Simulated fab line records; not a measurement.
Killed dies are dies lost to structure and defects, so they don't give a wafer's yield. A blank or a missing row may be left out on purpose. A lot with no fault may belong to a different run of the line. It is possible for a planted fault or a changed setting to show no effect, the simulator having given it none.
Comparing a struck lot with a sound one || flow n5_finfet || 16 out of 1938 route steps
Sound: wafers L930.1, L930.2, L930.3. Struck: wafers L939.3, L939.5. At the end, the cause is stated.
Order at every step that has rows: each side's tool, ch and its chambers, its first start. Under that, the readings that differ: sound wafers || struck wafers || difference of the means || sigmas: that difference in standard deviations of wafers without a fault.
alike: a reading whose means differ by less than 2 such deviations, as well as words and numbers matching on both sides. not compared: withheld readings; readings where some wafer has no value; bounds like >300 that might hide an equal value; numbers whose values overlap and for which the record gives no deviation.
A row with sigmas, a row that says differs or no value, or rows on one side alone: a step with any of these is where the two part. Numbers that have no deviation but don't overlap get no sigmas and don't part them. A reading that every wafer of one side lacks parts them only if that side has two wafers or more.

N5_BEOL_M5_ALD_86: deposits TaN, pulse time 2 s, purge time 3 s, co reactant purge time 2 s.
  sound on ald_metal-03 ch 0,1,2, day 10 04:00; struck on ald_metal-02 ch 0,2, day 13 09:06
  alike: chamber_pressure_Torr, heater_power_w
then, 3 steps without rows for these wafers: N5_BEOL_M5_SURFACE_TREAT_87; N5_BEOL_M5_CVD_47 (deposits Co from CCTBA/H2, target thk 3 nm, time 216 s); N5_BEOL_M5_SPUTTER_48 (material Cu, target thk 15 nm, time 27.62 s).
N5_BEOL_M5_ANNEAL_49: time 1800 s.
  sound on pvd_sputter-02 at day 10 04:34; struck on pvd_sputter-03 at day 13 09:50
  alike: heater_power_w, susceptor_temp_C_max
then, 1 step without rows for these wafers: N5_BEOL_M5_SPUTTER_81 (material Cu, target thk 15 nm, time 27.62 s).
N5_BEOL_M5_ANNEAL_82: time 1800 s.
  sound on pvd_sputter-02 at day 10 05:39; struck on pvd_sputter-03 at day 13 10:56
  alike: heater_power_w, susceptor_temp_C_max
then, 4 steps without rows for these wafers: N5_BEOL_M5_SPUTTER_83 (material Cu, target thk 15 nm, time 27.62 s); N5_BEOL_M5_ANNEAL_84 (time 1800 s); N5_BEOL_M5_SPUTTER_88 (material Cu, target thk 15 nm, time 27.62 s); N5_BEOL_M5_ANNEAL_89 (time 1800 s).
N5_BEOL_M5_SPUTTER_90: material Cu, target thk 4.5 nm, time 8.29 s.
  sound on pvd_sputter-02 at day 10 08:50; struck on pvd_sputter-03 at day 13 14:07
  alike: throttle_valve_pct
N5_BEOL_M5_ECD_50: material Cu, target thk 300 nm.
  sound on ecd_cu-01 ch 0,1, day 10 08:57; struck on ecd_cu-01 ch 1, day 13 14:15
{"reading": "model.Cu_of_BEOL_M5_ECD_50.thk_nm (nm)", "sound": "298.6 301 295.6", "struck": "424.8 429.6", "difference": "+128.8", "sigmas": ""}
N5_BEOL_M5_ANNEAL_51: time 90 s.
  sound on rtp_anneal-02 ch 0, day 10 09:02; struck on rtp_anneal-01 ch 0, day 13 14:24
  alike: wafer_temp_C_max
N5_BEOL_M5_CMP_52: polishes, stops on SiCOH lowk, t overpolish 6.9 s, target thk 62 nm.
  sound on cmp-04 ch 0,1,3, day 10 09:22; struck on cmp-02 ch 1,2, day 13 14:39
{"reading": "clearing_platen_down_force_psi (psi)", "sound": "1.4967 1.4999 1.4940", "struck": "1.5035 1.5016", "difference": "+0.0057", "sigmas": "+2"}
{"reading": "time_to_endpoint_s (s)", "sound": "63.5 68.1 61.6", "struck": "82.5 90.3", "difference": "+22.0", "sigmas": "+9"}
  alike: motor_current_A
N5_BEOL_M5_THK_MEAS_53: measures by xrf.
  sound on film_metro-02 at day 10 09:38; struck on film_metro-02 at day 13 14:55
  alike: M5_THK

## WHERE THEY PART
Only at N5_BEOL_M5_CMP_52, within this record. Later steps at which nothing parts them and some readings are alike: N5_BEOL_M5_THK_MEAS_53.

WHY: the cause the simulator had injected
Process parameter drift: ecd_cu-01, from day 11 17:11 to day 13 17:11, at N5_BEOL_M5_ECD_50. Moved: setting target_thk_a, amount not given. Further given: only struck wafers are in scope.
